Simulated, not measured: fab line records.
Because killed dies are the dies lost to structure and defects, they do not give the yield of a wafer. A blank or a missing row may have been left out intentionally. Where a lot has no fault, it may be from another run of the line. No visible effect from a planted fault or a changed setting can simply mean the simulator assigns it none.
Lot-split experiment || flow n5_finfet || 21 wafers read across 7 lots, on a route 1938 steps long

SPLIT DETAILS
At N5_SDB_HM_DEP_00 (deposits SiNx from SiH4/NH3/N2, target thk 40 nm, time 35.3 s), the setting time_s was moved away from the recipe's 35.3 s on 5 of the 21 wafers read, by -8.7% to +13.1%. The other wafers ran this setting at the recipe's value.

FROM THE SPLIT TO THE READING: what the file shows between them, 10 steps
- N5_SDB_COAT_03: time 60 s, resist thk 100 nm (also split here: temp_c)
- N5_SDB_COAT_04: time 60 s, resist thk 18 nm
- N5_SDB_COAT_05: resist thk 90 nm
- N5_SDB_STRIP_19: strips in N2/H2
- N5_SDB_STRIP_21: strips in CF4
- N5_SDB_HM_OPEN_20: chemistry CH3F/O2, target SiNx, stops on poly-Si, target depth 24 nm
- N5_SDB_STRIP_22: strips in N2/H2
- N5_SDB_PRECLEAN_23: cleans in dHF, time 30 s
- N5_SDB_DUMMY_REMOVE_24: chemistry TMAH, target poly-Si, stops on SiO2, target depth 142 nm, time 57 s, rinse time 30 s
- N5_SDB_ETCH_25: etches SiO2 in C4F6/O2, target depth 10 nm, time 3.3 s

THE READING
SiNx_of_SDB_HM_DEP_00.thk_nm (the simulator's own value, which no gauge read), in nm, at N5_SDB_CUT_ETCH_26 (etches Si in HBr/Cl2/O2, target depth 129.6 nm, bt time 20 s, time 51.8 s). There is no usual value for it anywhere in the file. The 16 wafers here that ran the recipe average 22.2 nm, standard deviation 0.37 nm.

{"wafer": "L074.2", "tool, chamber at the split": "pecvd-01, 2", "time_s as run, s": 35.3, "against the recipe": "recipe", "SiNx_of_SDB_HM_DEP_00.thk_nm, nm": 21.8, "against lot-mates on the recipe": "-"}
{"wafer": "L074.5", "tool, chamber at the split": "pecvd-01, 2", "time_s as run, s": 32.23, "against the recipe": "-8.7%", "SiNx_of_SDB_HM_DEP_00.thk_nm, nm": 19.6, "against lot-mates on the recipe": -2.3}
{"wafer": "L074.6", "tool, chamber at the split": "pecvd-01, 0", "time_s as run, s": 35.3, "against the recipe": "recipe", "SiNx_of_SDB_HM_DEP_00.thk_nm, nm": 22, "against lot-mates on the recipe": "-"}
{"wafer": "L077.1", "tool, chamber at the split": "pecvd-01, 2", "time_s as run, s": 33.49, "against the recipe": "-5.1%", "SiNx_of_SDB_HM_DEP_00.thk_nm, nm": 19.8, "against lot-mates on the recipe": -2.5}
{"wafer": "L077.4", "tool, chamber at the split": "pecvd-01, 1,2", "time_s as run, s": 35.3, "against the recipe": "recipe", "SiNx_of_SDB_HM_DEP_00.thk_nm, nm": 22.4, "against lot-mates on the recipe": "-"}
{"wafer": "L077.5", "tool, chamber at the split": "pecvd-01, 1,2", "time_s as run, s": 35.3, "against the recipe": "recipe", "SiNx_of_SDB_HM_DEP_00.thk_nm, nm": 22.2, "against lot-mates on the recipe": "-"}
{"wafer": "L080.2", "tool, chamber at the split": "pecvd-02, 0", "time_s as run, s": 35.3, "against the recipe": "recipe", "SiNx_of_SDB_HM_DEP_00.thk_nm, nm": 21.4, "against lot-mates on the recipe": "-"}
{"wafer": "L080.5", "tool, chamber at the split": "pecvd-02, 2", "time_s as run, s": 39.94, "against the recipe": "+13.1%", "SiNx_of_SDB_HM_DEP_00.thk_nm, nm": 27.6, "against lot-mates on the recipe": "+5.9"}
{"wafer": "L080.6", "tool, chamber at the split": "pecvd-02, 0", "time_s as run, s": 35.3, "against the recipe": "recipe", "SiNx_of_SDB_HM_DEP_00.thk_nm, nm": 22, "against lot-mates on the recipe": "-"}
{"wafer": "L085.1", "tool, chamber at the split": "pecvd-02, 2", "time_s as run, s": 35.3, "against the recipe": "recipe", "SiNx_of_SDB_HM_DEP_00.thk_nm, nm": 22, "against lot-mates on the recipe": "-"}
{"wafer": "L085.4", "tool, chamber at the split": "pecvd-02, 0", "time_s as run, s": 35.3, "against the recipe": "recipe", "SiNx_of_SDB_HM_DEP_00.thk_nm, nm": 22.8, "against lot-mates on the recipe": "-"}
{"wafer": "L085.5", "tool, chamber at the split": "pecvd-02, 1", "time_s as run, s": 35.3, "against the recipe": "recipe", "SiNx_of_SDB_HM_DEP_00.thk_nm, nm": 22.4, "against lot-mates on the recipe": "-"}
{"wafer": "L087.2", "tool, chamber at the split": "pecvd-01, 0", "time_s as run, s": 33.69, "against the recipe": "-4.6%", "SiNx_of_SDB_HM_DEP_00.thk_nm, nm": 19.6, "against lot-mates on the recipe": -2.4}
{"wafer": "L087.3", "tool, chamber at the split": "pecvd-01, 1", "time_s as run, s": 35.3, "against the recipe": "recipe", "SiNx_of_SDB_HM_DEP_00.thk_nm, nm": 22, "against lot-mates on the recipe": "-"}
{"wafer": "L087.6", "tool, chamber at the split": "pecvd-01, 1", "time_s as run, s": 33.69, "against the recipe": "-4.6%", "SiNx_of_SDB_HM_DEP_00.thk_nm, nm": 20.2, "against lot-mates on the recipe": -1.8}
{"wafer": "L091.1", "tool, chamber at the split": "pecvd-03, 2", "time_s as run, s": 35.3, "against the recipe": "recipe", "SiNx_of_SDB_HM_DEP_00.thk_nm, nm": 22.4, "against lot-mates on the recipe": "-"}
{"wafer": "L091.3", "tool, chamber at the split": "pecvd-03, 1", "time_s as run, s": 35.3, "against the recipe": "recipe", "SiNx_of_SDB_HM_DEP_00.thk_nm, nm": 22.2, "against lot-mates on the recipe": "-"}
{"wafer": "L091.6", "tool, chamber at the split": "pecvd-03, 2", "time_s as run, s": 35.3, "against the recipe": "recipe", "SiNx_of_SDB_HM_DEP_00.thk_nm, nm": 23, "against lot-mates on the recipe": "-"}
{"wafer": "L095.1", "tool, chamber at the split": "pecvd-02, 0", "time_s as run, s": 35.3, "against the recipe": "recipe", "SiNx_of_SDB_HM_DEP_00.thk_nm, nm": 22.4, "against lot-mates on the recipe": "-"}
{"wafer": "L095.5", "tool, chamber at the split": "pecvd-02, 1,2", "time_s as run, s": 35.3, "against the recipe": "recipe", "SiNx_of_SDB_HM_DEP_00.thk_nm, nm": 22.4, "against lot-mates on the recipe": "-"}
{"wafer": "L095.4", "tool, chamber at the split": "pecvd-02, 1,2", "time_s as run, s": 35.3, "against the recipe": "recipe", "SiNx_of_SDB_HM_DEP_00.thk_nm, nm": 22.2, "against lot-mates on the recipe": "-"}
When a row names more than one chamber, that row covers several wafers, and the file does not tell which wafer ran in which chamber.

THE FIT
A straight line over all 21 wafers: SiNx_of_SDB_HM_DEP_00.thk_nm changes by +0.401 nm for each +1% of time_s; r = +0.97; the points scatter about the line by 0.44 nm.
The same after taking each lot's own level away (the mean of its wafers on the recipe; 21 wafers): +0.411 nm for each +1%; r = +0.97; scatter 0.41 nm.
That fit puts the effect of the largest move of time_s on the reading at 5.4 nm.
Measured against the standard deviation above, the lots' own levels, which go from 21.70 to 22.53 nm, span 2.3 times it.
The two slopes agree, so the slope changes little with the lot-to-lot level.
Check: for one of the wafers moved furthest among these (+13.1%), held out of the fit, the line's prediction against its lot-mates is +4.63 nm. It came out at +5.9 nm against them.

THESE WAFERS: OTHER SPLITS
Note: prior to the reading, these wafers also went through further splits. Each is held against what the fit with the lots' levels taken away leaves over:
{"other split on the same wafers": "N5_SD_EPI_N_EXPOSE_06 dose_mj", "wafers away from the commonest value": 6, "r with SiNx_of_SDB_HM_DEP_00.thk_nm (lot level and that fit taken away)": -0.02}
{"other split on the same wafers": "N5_SD_EPI_N_ETCH_45 target_depth_a", "wafers away from the commonest value": 9, "r with SiNx_of_SDB_HM_DEP_00.thk_nm (lot level and that fit taken away)": -0.05}
{"other split on the same wafers": "N5_SDB_COAT_03 temp_c", "wafers away from the commonest value": 9, "r with SiNx_of_SDB_HM_DEP_00.thk_nm (lot level and that fit taken away)": -0.27}

THE WHOLE CHAIN: every reading that the file lists as answering this split, in the file's order
{"step": "N5_SDB_HM_DEP_00", "what it does": "deposits SiNx from SiH4/NH3/N2, target thk 40 nm, time 35.3 s", "reading": "SiNx_of_SDB_HM_DEP_00.thk_nm (the simulator's own value, which no gauge read)", "change (the file's fit)": "+0.398 nm for each +1% of the setting", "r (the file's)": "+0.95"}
{"step": "N5_SDB_HM_OPEN_20", "what it does": "chemistry CH3F/O2, target SiNx, stops on poly-Si, target depth 24 nm", "reading": "etch.depth_nm (the simulator's own value, which no gauge read)", "change (the file's fit)": "+0.405 nm for each +1% of the setting", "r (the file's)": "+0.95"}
{"step": "N5_SDB_CUT_ETCH_26", "what it does": "etches Si in HBr/Cl2/O2, target depth 129.6 nm, bt time 20 s, time 51.8 s", "reading": "SiNx_of_SDB_HM_DEP_00.thk_nm (the simulator's own value, which no gauge read)", "change (the file's fit)": "+0.406 nm for each +1% of the setting", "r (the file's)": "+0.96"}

THE FILE'S OWN FIT
SiNx_of_SDB_HM_DEP_00.thk_nm changes by +0.406 nm for each +1% of time_s, r = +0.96.
